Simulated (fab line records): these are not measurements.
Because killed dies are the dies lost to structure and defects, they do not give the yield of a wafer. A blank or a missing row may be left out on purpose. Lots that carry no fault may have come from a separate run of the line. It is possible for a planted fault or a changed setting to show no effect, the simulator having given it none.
Which tool is to blame? || flow nandHarc || 12 lots, 36 wafers sampled, at 5 steps of a route of 1159

== WHAT THE GAUGES SHOWED, per wafer ==
NHARC_END_SORT_01. Usual: killedAtArray 28, standard deviation 11; killedAtOther 0.7, standard deviation 0.88; killedAtPeriphery 3.1, standard deviation 2.2; killedDies 31, standard deviation 12; killedOpen 3.3, standard deviation 2; killedShort 2.0, standard deviation 1.6.
{"lot": "L248", "measured": "day 23 16:56", "on": "prober-01", "killedAtArray": "33 23 673", "killedAtOther": "1 3 0", "killedAtPeriphery": "0 2 4", "killedDies": "34 28 677", "killedOpen": "1 4 2", "killedShort": "3 2 2", "flag": "OFF"}

== WHAT TOOL EACH LOT RAN ON (gives the tool, then ch and the chambers of the sampled wafers, and finally the start) ==
{"lot": "L235", "NHARC_A_SGD_CUT_ETCHBACK_24": "rieDiel-03 ch 0,2,3, day 14 17:40", "NHARC_A_SLIT_ETCH_29": "rieDiel-10 ch 0,2,3, day 15 00:02", "NHARC_A_WL_FILL_CVD_03": "cvdW-01 ch 0,1, day 15 14:04", "NHARC_A_WL_FILL_ETCHBACK_04": "rieMetal-02 ch 0,1, day 15 16:57"}
{"lot": "L237", "NHARC_A_SGD_CUT_ETCHBACK_24": "rieDiel-09 ch 0,1,3, day 14 17:42", "NHARC_A_SLIT_ETCH_29": "rieDiel-12 ch 0,2,3, day 15 01:43", "NHARC_A_WL_FILL_CVD_03": "cvdW-01 ch 0,1, day 15 16:54", "NHARC_A_WL_FILL_ETCHBACK_04": "rieMetal-01 ch 0, day 15 19:43"}
{"lot": "L236", "NHARC_A_SGD_CUT_ETCHBACK_24": "rieDiel-09 ch 1,2,3, day 14 17:46", "NHARC_A_SLIT_ETCH_29": "rieDiel-08 ch 2,3, day 15 00:19", "NHARC_A_WL_FILL_CVD_03": "cvdW-02 ch 1, day 15 18:08", "NHARC_A_WL_FILL_ETCHBACK_04": "rieMetal-02 ch 0,1, day 15 21:02"}
{"lot": "L239", "NHARC_A_SGD_CUT_ETCHBACK_24": "rieDiel-09 ch 0,1,3, day 14 23:44", "NHARC_A_SLIT_ETCH_29": "rieDiel-08 ch 2,3, day 15 09:24", "NHARC_A_WL_FILL_CVD_03": "cvdW-01 ch 0,1, day 15 19:47", "NHARC_A_WL_FILL_ETCHBACK_04": "rieMetal-03 ch 0,1, day 15 23:08"}
{"lot": "L238", "NHARC_A_SGD_CUT_ETCHBACK_24": "rieDiel-03 ch 0,3, day 14 23:44", "NHARC_A_SLIT_ETCH_29": "rieDiel-08 ch 2,3, day 15 10:54", "NHARC_A_WL_FILL_CVD_03": "cvdW-02 ch 0,1, day 15 20:31", "NHARC_A_WL_FILL_ETCHBACK_04": "rieMetal-01 ch 0,1, day 15 23:50"}
{"lot": "L243", "NHARC_A_SGD_CUT_ETCHBACK_24": "rieDiel-06 ch 0,3, day 16 16:22", "NHARC_A_SLIT_ETCH_29": "rieDiel-10 ch 1,2, day 17 01:41", "NHARC_A_WL_FILL_CVD_03": "cvdW-01 ch 0,1, day 17 13:02", "NHARC_A_WL_FILL_ETCHBACK_04": "rieMetal-01 ch 0,1, day 17 15:29"}
{"lot": "L244", "NHARC_A_SGD_CUT_ETCHBACK_24": "rieDiel-09 ch 1,2,3, day 16 16:23", "NHARC_A_SLIT_ETCH_29": "rieDiel-08 ch 0,1,2, day 17 01:11", "NHARC_A_WL_FILL_CVD_03": "cvdW-02 ch 0,1, day 17 12:32", "NHARC_A_WL_FILL_ETCHBACK_04": "rieMetal-02 ch 0,1, day 17 15:25"}
{"lot": "L248", "NHARC_A_SGD_CUT_ETCHBACK_24": "rieDiel-09 ch 0,2,3, day 17 19:36", "NHARC_A_SLIT_ETCH_29": "rieDiel-10 ch 0,1,3, day 18 02:13", "NHARC_A_WL_FILL_CVD_03": "cvdW-01 ch 0,1, day 18 13:17", "NHARC_A_WL_FILL_ETCHBACK_04": "rieMetal-01 ch 0,1, day 18 16:11"}
{"lot": "L251", "NHARC_A_SGD_CUT_ETCHBACK_24": "rieDiel-03 ch 0,2,3, day 19 00:17", "NHARC_A_SLIT_ETCH_29": "rieDiel-08 ch 0,1,2, day 19 09:10", "NHARC_A_WL_FILL_CVD_03": "cvdW-02 ch 0,1, day 19 20:19", "NHARC_A_WL_FILL_ETCHBACK_04": "rieMetal-02 ch 0,1, day 19 23:42"}
{"lot": "L254", "NHARC_A_SGD_CUT_ETCHBACK_24": "rieDiel-03 ch 0,1,2, day 19 04:04", "NHARC_A_SLIT_ETCH_29": "rieDiel-10 ch 2,3, day 19 15:01", "NHARC_A_WL_FILL_CVD_03": "cvdW-01 ch 0,1, day 20 01:08", "NHARC_A_WL_FILL_ETCHBACK_04": "rieMetal-02 ch 1, day 20 04:28"}
{"lot": "L256", "NHARC_A_SGD_CUT_ETCHBACK_24": "rieDiel-03 ch 2,3, day 19 04:09", "NHARC_A_SLIT_ETCH_29": "rieDiel-08 ch 0,3, day 19 18:23", "NHARC_A_WL_FILL_CVD_03": "cvdW-01 ch 0,1, day 20 05:23", "NHARC_A_WL_FILL_ETCHBACK_04": "rieMetal-02 ch 0,1, day 20 08:13"}
{"lot": "L257", "NHARC_A_SGD_CUT_ETCHBACK_24": "rieDiel-06 ch 0,1,3, day 19 04:13", "NHARC_A_SLIT_ETCH_29": "rieDiel-08 ch 0,2,3, day 19 20:04", "NHARC_A_WL_FILL_CVD_03": "cvdW-02 ch 0,1, day 20 07:21", "NHARC_A_WL_FILL_ETCHBACK_04": "rieMetal-02 ch 0,1, day 20 10:40"}
- NHARC_A_SGD_CUT_ETCHBACK_24: etches the open film in CH3F/O2, target depth 50 nm, time 92.857 s.
- NHARC_A_SLIT_ETCH_29: etches the open film in CF4/O2, target depth 100 nm, overetch 10 nm, time 55 s.
- NHARC_A_WL_FILL_CVD_03: deposits W, target thk 40 nm, time 3302 s.
- NHARC_A_WL_FILL_ETCHBACK_04: etches the open film in NF3, target depth 60 nm, time 120 s.

== WHAT THE TOOLS THEMSELVES READ (means of the sampled wafers that have a number; where no wafer has one, the mark that the record gives instead) ==
NHARC_A_SGD_CUT_ETCHBACK_24. Usual: drypumpMotorCurrentA 5.8 A, standard deviation 0.44; oesProductAu 0.97 a.u., standard deviation 0.036; rfVppV 244.2 V, standard deviation 2; showerheadPlenumPTorr 2.45 Torr, standard deviation 0.13; throttleValvePct 20.664 %, standard deviation 0.0093.
{"lot": "L235", "tool": "rieDiel-03", "drypumpMotorCurrentA (A)": 5.9, "oesProductAu (a.u.)": 0.93, "rfVppV (V)": 243.6, "showerheadPlenumPTorr (Torr)": 2.42, "throttleValvePct (%)": 20.659, "flag": ""}
{"lot": "L237", "tool": "rieDiel-09", "drypumpMotorCurrentA (A)": 5.8, "oesProductAu (a.u.)": 0.92, "rfVppV (V)": 242.9, "showerheadPlenumPTorr (Torr)": 2.36, "throttleValvePct (%)": 20.658, "flag": ""}
{"lot": "L236", "tool": "rieDiel-09", "drypumpMotorCurrentA (A)": 5.6, "oesProductAu (a.u.)": 0.92, "rfVppV (V)": 242.1, "showerheadPlenumPTorr (Torr)": 2.35, "throttleValvePct (%)": 20.660, "flag": ""}
{"lot": "L239", "tool": "rieDiel-09", "drypumpMotorCurrentA (A)": 5.8, "oesProductAu (a.u.)": 1.00, "rfVppV (V)": 243.2, "showerheadPlenumPTorr (Torr)": 2.36, "throttleValvePct (%)": 20.670, "flag": ""}
{"lot": "L238", "tool": "rieDiel-03", "drypumpMotorCurrentA (A)": 6.0, "oesProductAu (a.u.)": 1.02, "rfVppV (V)": 243.8, "showerheadPlenumPTorr (Torr)": 2.42, "throttleValvePct (%)": 20.658, "flag": ""}
{"lot": "L243", "tool": "rieDiel-06", "drypumpMotorCurrentA (A)": 5.7, "oesProductAu (a.u.)": 1.01, "rfVppV (V)": 245.9, "showerheadPlenumPTorr (Torr)": 2.57, "throttleValvePct (%)": 20.675, "flag": ""}
{"lot": "L244", "tool": "rieDiel-09", "drypumpMotorCurrentA (A)": 5.5, "oesProductAu (a.u.)": 0.99, "rfVppV (V)": 243.3, "showerheadPlenumPTorr (Torr)": 2.35, "throttleValvePct (%)": 20.660, "flag": ""}
{"lot": "L248", "tool": "rieDiel-09", "drypumpMotorCurrentA (A)": 5.8, "oesProductAu (a.u.)": 0.93, "rfVppV (V)": 242.3, "showerheadPlenumPTorr (Torr)": 2.34, "throttleValvePct (%)": 20.660, "flag": ""}
{"lot": "L251", "tool": "rieDiel-03", "drypumpMotorCurrentA (A)": 5.9, "oesProductAu (a.u.)": 0.93, "rfVppV (V)": 243.6, "showerheadPlenumPTorr (Torr)": 2.41, "throttleValvePct (%)": 20.667, "flag": ""}
{"lot": "L254", "tool": "rieDiel-03", "drypumpMotorCurrentA (A)": 5.8, "oesProductAu (a.u.)": 0.95, "rfVppV (V)": 243.5, "showerheadPlenumPTorr (Torr)": 2.41, "throttleValvePct (%)": 20.661, "flag": ""}
{"lot": "L256", "tool": "rieDiel-03", "drypumpMotorCurrentA (A)": 5.8, "oesProductAu (a.u.)": 1.00, "rfVppV (V)": 244.6, "showerheadPlenumPTorr (Torr)": 2.41, "throttleValvePct (%)": 20.671, "flag": ""}
{"lot": "L257", "tool": "rieDiel-06", "drypumpMotorCurrentA (A)": 5.9, "oesProductAu (a.u.)": 0.95, "rfVppV (V)": 245.7, "showerheadPlenumPTorr (Torr)": 2.49, "throttleValvePct (%)": 20.661, "flag": ""}

NHARC_A_SLIT_ETCH_29. Usual: drypumpMotorCurrentA 5.6 A, standard deviation 0.52; oesProductAu 1.000 a.u., standard deviation 0.01; rfVppV 198.2 V, standard deviation 1.6; showerheadPlenumPTorr 1.35 Torr, standard deviation 0.07; throttleValvePct 13.397 %, standard deviation 0.0095.
{"lot": "L235", "tool": "rieDiel-10", "drypumpMotorCurrentA (A)": 5.4, "oesProductAu (a.u.)": 0.993, "rfVppV (V)": 196.1, "showerheadPlenumPTorr (Torr)": 1.27, "throttleValvePct (%)": 13.400, "flag": ""}
{"lot": "L237", "tool": "rieDiel-12", "drypumpMotorCurrentA (A)": 5.9, "oesProductAu (a.u.)": 0.998, "rfVppV (V)": 198.6, "showerheadPlenumPTorr (Torr)": 1.37, "throttleValvePct (%)": 13.396, "flag": ""}
{"lot": "L236", "tool": "rieDiel-08", "drypumpMotorCurrentA (A)": 6.1, "oesProductAu (a.u.)": 1.002, "rfVppV (V)": 198.9, "showerheadPlenumPTorr (Torr)": 1.39, "throttleValvePct (%)": 13.396, "flag": ""}
{"lot": "L239", "tool": "rieDiel-08", "drypumpMotorCurrentA (A)": 6.0, "oesProductAu (a.u.)": 1.002, "rfVppV (V)": 198.8, "showerheadPlenumPTorr (Torr)": 1.39, "throttleValvePct (%)": 13.396, "flag": ""}
{"lot": "L238", "tool": "rieDiel-08", "drypumpMotorCurrentA (A)": 5.7, "oesProductAu (a.u.)": 1.003, "rfVppV (V)": 198.5, "showerheadPlenumPTorr (Torr)": 1.41, "throttleValvePct (%)": 13.403, "flag": ""}
{"lot": "L243", "tool": "rieDiel-10", "drypumpMotorCurrentA (A)": 5.1, "oesProductAu (a.u.)": 0.997, "rfVppV (V)": 197.1, "showerheadPlenumPTorr (Torr)": 1.28, "throttleValvePct (%)": 13.395, "flag": ""}
{"lot": "L244", "tool": "rieDiel-08", "drypumpMotorCurrentA (A)": 5.6, "oesProductAu (a.u.)": 1.003, "rfVppV (V)": 199.0, "showerheadPlenumPTorr (Torr)": 1.39, "throttleValvePct (%)": 13.403, "flag": ""}
{"lot": "L248", "tool": "rieDiel-10", "drypumpMotorCurrentA (A)": 5.6, "oesProductAu (a.u.)": 0.992, "rfVppV (V)": 197.8, "showerheadPlenumPTorr (Torr)": 1.31, "throttleValvePct (%)": 13.392, "flag": ""}
{"lot": "L251", "tool": "rieDiel-08", "drypumpMotorCurrentA (A)": 5.6, "oesProductAu (a.u.)": 1.012, "rfVppV (V)": 200.0, "showerheadPlenumPTorr (Torr)": 1.39, "throttleValvePct (%)": 13.402, "flag": ""}
{"lot": "L254", "tool": "rieDiel-10", "drypumpMotorCurrentA (A)": 5.3, "oesProductAu (a.u.)": 0.985, "rfVppV (V)": 197.5, "showerheadPlenumPTorr (Torr)": 1.27, "throttleValvePct (%)": 13.405, "flag": ""}
{"lot": "L256", "tool": "rieDiel-08", "drypumpMotorCurrentA (A)": 5.0, "oesProductAu (a.u.)": 1.003, "rfVppV (V)": 199.6, "showerheadPlenumPTorr (Torr)": 1.42, "throttleValvePct (%)": 13.402, "flag": ""}
{"lot": "L257", "tool": "rieDiel-08", "drypumpMotorCurrentA (A)": 5.5, "oesProductAu (a.u.)": 1.007, "rfVppV (V)": 199.0, "showerheadPlenumPTorr (Torr)": 1.41, "throttleValvePct (%)": 13.393, "flag": ""}

NHARC_A_WL_FILL_CVD_03. Usual: heaterPowerW 471 W, standard deviation 24; throttleValvePct 7.92 %, standard deviation 0.27.
{"lot": "L235", "tool": "cvdW-01", "heaterPowerW (W)": 463, "throttleValvePct (%)": 7.75, "flag": ""}
{"lot": "L237", "tool": "cvdW-01", "heaterPowerW (W)": 476, "throttleValvePct (%)": 8.01, "flag": ""}
{"lot": "L236", "tool": "cvdW-02", "heaterPowerW (W)": 511, "throttleValvePct (%)": 8.02, "flag": ""}
{"lot": "L239", "tool": "cvdW-01", "heaterPowerW (W)": 460, "throttleValvePct (%)": 7.79, "flag": ""}
{"lot": "L238", "tool": "cvdW-02", "heaterPowerW (W)": 481, "throttleValvePct (%)": 8.02, "flag": ""}
{"lot": "L243", "tool": "cvdW-01", "heaterPowerW (W)": 468, "throttleValvePct (%)": 7.82, "flag": ""}
{"lot": "L244", "tool": "cvdW-02", "heaterPowerW (W)": 468, "throttleValvePct (%)": 7.65, "flag": ""}
{"lot": "L248", "tool": "cvdW-01", "heaterPowerW (W)": 466, "throttleValvePct (%)": 8.01, "flag": ""}
{"lot": "L251", "tool": "cvdW-02", "heaterPowerW (W)": 453, "throttleValvePct (%)": 7.90, "flag": ""}
{"lot": "L254", "tool": "cvdW-01", "heaterPowerW (W)": 465, "throttleValvePct (%)": 7.90, "flag": ""}
{"lot": "L256", "tool": "cvdW-01", "heaterPowerW (W)": 473, "throttleValvePct (%)": 7.98, "flag": ""}
{"lot": "L257", "tool": "cvdW-02", "heaterPowerW (W)": 482, "throttleValvePct (%)": 7.73, "flag": ""}

NHARC_A_WL_FILL_ETCHBACK_04. Usual: drypumpMotorCurrentA 6.08 A, standard deviation 0.23; heBacksideLeakSccm 3.34 sccm, standard deviation 0.3; oesProductAu 0.997 a.u., standard deviation 0.011.
{"lot": "L235", "tool": "rieMetal-02", "drypumpMotorCurrentA (A)": 6.12, "heBacksideLeakSccm (sccm)": 3.28, "oesProductAu (a.u.)": 1.001, "flag": ""}
{"lot": "L237", "tool": "rieMetal-01", "drypumpMotorCurrentA (A)": 6.00, "heBacksideLeakSccm (sccm)": 3.22, "oesProductAu (a.u.)": 0.997, "flag": ""}
{"lot": "L236", "tool": "rieMetal-02", "drypumpMotorCurrentA (A)": 6.14, "heBacksideLeakSccm (sccm)": 3.55, "oesProductAu (a.u.)": 0.999, "flag": ""}
{"lot": "L239", "tool": "rieMetal-03", "drypumpMotorCurrentA (A)": 6.36, "heBacksideLeakSccm (sccm)": 3.03, "oesProductAu (a.u.)": 0.996, "flag": ""}
{"lot": "L238", "tool": "rieMetal-01", "drypumpMotorCurrentA (A)": 5.88, "heBacksideLeakSccm (sccm)": 3.18, "oesProductAu (a.u.)": 0.993, "flag": ""}
{"lot": "L243", "tool": "rieMetal-01", "drypumpMotorCurrentA (A)": 5.88, "heBacksideLeakSccm (sccm)": 3.17, "oesProductAu (a.u.)": 0.989, "flag": ""}
{"lot": "L244", "tool": "rieMetal-02", "drypumpMotorCurrentA (A)": 6.00, "heBacksideLeakSccm (sccm)": 4.23, "oesProductAu (a.u.)": 0.992, "flag": ""}
{"lot": "L248", "tool": "rieMetal-01", "drypumpMotorCurrentA (A)": 5.90, "heBacksideLeakSccm (sccm)": 3.23, "oesProductAu (a.u.)": 0.887, "flag": "OFF"}
{"lot": "L251", "tool": "rieMetal-02", "drypumpMotorCurrentA (A)": 5.99, "heBacksideLeakSccm (sccm)": 3.52, "oesProductAu (a.u.)": 1.014, "flag": ""}
{"lot": "L254", "tool": "rieMetal-02", "drypumpMotorCurrentA (A)": 5.90, "heBacksideLeakSccm (sccm)": 3.55, "oesProductAu (a.u.)": 1.009, "flag": ""}
{"lot": "L256", "tool": "rieMetal-02", "drypumpMotorCurrentA (A)": 5.99, "heBacksideLeakSccm (sccm)": 3.67, "oesProductAu (a.u.)": 1.007, "flag": ""}
{"lot": "L257", "tool": "rieMetal-02", "drypumpMotorCurrentA (A)": 6.02, "heBacksideLeakSccm (sccm)": 3.55, "oesProductAu (a.u.)": 1.009, "flag": ""}

== THE ANSWER, worked out from the rows above alone ==
Rule: lot off if the mean of its wafers having a number is beyond 3 standard deviations from the usual mean. A lot without any number at a reading at which 4 lots or more have one is off too. Where the step has rows for the other lots, those lots are counted as sound. After the gauges, taken in route order, come the tools' own readings; for these a lot's mean is taken, as printed above. The first step at which some lot is off is used, and at that step the reading that is off furthest; a lot without a number counts as furthest.
Off, at NHARC_END_SORT_01 on killedAtArray: L248. Neither off nor sound, because the step has no rows for them: L235, L237, L236, L239, L238, L243, L244, L251, L254, L256, L257.
A tool fits if, at a process step before that reading, it ran every lot that is off, and no sound lot after the first of them. Not tried: the gauges at NHARC_END_SORT_01; whatever is off there is also off at NHARC_A_WL_FILL_ETCHBACK_04, on other tools, and gauge error can't account for it. Can't be told from this: 4 tools fit, rieDiel-09 at NHARC_A_SGD_CUT_ETCHBACK_24, rieDiel-10 at NHARC_A_SLIT_ETCH_29, cvdW-01 at NHARC_A_WL_FILL_CVD_03, rieMetal-01 at NHARC_A_WL_FILL_ETCHBACK_04.

== WHAT THE SIMULATOR HAD PUT IN ==
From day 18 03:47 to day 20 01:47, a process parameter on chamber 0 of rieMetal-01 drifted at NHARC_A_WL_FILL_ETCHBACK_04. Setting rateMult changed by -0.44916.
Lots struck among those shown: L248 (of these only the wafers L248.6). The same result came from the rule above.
